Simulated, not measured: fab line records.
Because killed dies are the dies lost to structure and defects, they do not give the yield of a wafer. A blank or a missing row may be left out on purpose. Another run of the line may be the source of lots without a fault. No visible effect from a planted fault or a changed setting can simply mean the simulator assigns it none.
What tool caused it? -- flow n5Finfet -- 29 wafers from 10 lots sampled at 2 of the route's 1938 steps

== WHAT THE GAUGES READ, wafer by wafer ==
N5_MIM_TOP_LITHO_OVL_MEAS_11.
lot,measured,on,MIM_TOP_OVL (nm)
L999,day 12 15:02,overlay-02,5 7 4
L103,day 13 14:29,overlay-02,12 8 11
L102,day 13 22:05,overlay-01,19 17 20
L108,day 15 04:55,overlay-01,7 -4 3
L109,day 15 05:13,overlay-02,3 5 -1
L110,day 15 05:22,overlay-01,6 4 9
L115,day 16 15:47,overlay-01,11 9 11
L116,day 17 03:01,overlay-02,6 15
L118,day 17 04:44,overlay-02,-3 1 -10
L120,day 17 16:46,overlay-02,5 7 9

== WHICH TOOL RAN EACH LOT (tool, then ch and the chambers of the sampled wafers, then the start) ==
lot,N5_BEOL_M9_ETCH_66
L999,"rieDiel-02 ch 0,2,3, day 10 10:05"
L103,"rieDiel-02 ch 0,3, day 11 10:00"
L102,"rieDiel-05 ch 0,3, day 11 10:09"
L108,"rieDiel-05 ch 1,2, day 13 04:09"
L109,"rieDiel-06 ch 2,3, day 13 11:19"
L110,"rieDiel-06 ch 0,2, day 13 11:58"
L115,"rieDiel-02 ch 0,3, day 14 04:29"
L116,"rieDiel-02 ch 2,3, day 14 23:37"
L118,"rieDiel-02 ch 2,3, day 15 02:27"
L120,"rieDiel-05 ch 0,1,2, day 15 22:39"
- N5_BEOL_M9_ETCH_66: etches SOC in N2/H2, target depth 80 nm, overetch 16 nm, time 120 s.

== WHAT THE TOOLS THEMSELVES READ (means of the sampled wafers that have a number; where no wafer has one, the mark that the record gives instead) ==
N5_BEOL_M9_ETCH_66.
lot,tool,chamberPressureMTorr (mTorr),drypumpMotorCurrentA (A),n2FlowSccm (sccm),oesProductAu (a.u.),rfFwdPowerW (W),rfVppV (V),showerheadPlenumPTorr (Torr),throttleValvePct (%)
L999,rieDiel-02,29.992,5.7,200.6,0.60,835.6,524,2.55,17.8
L103,rieDiel-02,29.989,5.5,199.8,0.58,839.7,524,2.49,17.7
L102,rieDiel-05,30.021,5.8,199.1,0.60,835.0,525,2.58,17.9
L108,rieDiel-05,30.007,5.7,199.8,0.53,837.4,519,2.38,18.1
L109,rieDiel-06,29.998,6.1,199.5,0.62,833.0,524,2.54,17.5
L110,rieDiel-06,29.995,6.1,199.4,0.61,839.4,525,2.59,17.9
L115,rieDiel-02,30.011,5.6,199.9,0.57,837.1,523,2.48,17.7
L116,rieDiel-02,30.020,6.0,201.2,0.60,835.2,524,2.56,17.8
L118,rieDiel-02,29.989,5.9,199.8,0.61,833.3,525,2.60,17.9
L120,rieDiel-05,30.022,5.7,199.9,0.64,836.2,523,2.50,17.7

== THE ANSWER, worked out from the rows above alone ==
Rule: usual is defined by the lots themselves. Put in order of their means at a reading, lots are off if they are a third of the lots or fewer, leave a main group of 4 or more, and stand apart from it by a gap of 3 or more times the standard deviation of the main group's means; of several such gaps the widest counts. The tables above print the reading to a certain number of digits; a main group whose means all agree to those digits is not used. A lot without any number at a reading at which 4 lots or more have one is off too. Where the step has rows for the other lots, those lots are counted as sound. Order of review: gauges by route order, followed by the tools' own readings, for which a lot's mean as printed above is used. At the first step where some lot is off, the reading lying furthest off is the one used; lots without a number count as furthest.
Off: L108 (N5_BEOL_M9_ETCH_66, rfVppV). The main group: mean 524 V, standard deviation 0.74.
A tool fits if, at that step or a process step before it, it ran every lot that is off, and no sound lot after the first of them. None of those tried fits.

== WHAT HAD BEEN PUT IN BY THE SIMULATOR ==
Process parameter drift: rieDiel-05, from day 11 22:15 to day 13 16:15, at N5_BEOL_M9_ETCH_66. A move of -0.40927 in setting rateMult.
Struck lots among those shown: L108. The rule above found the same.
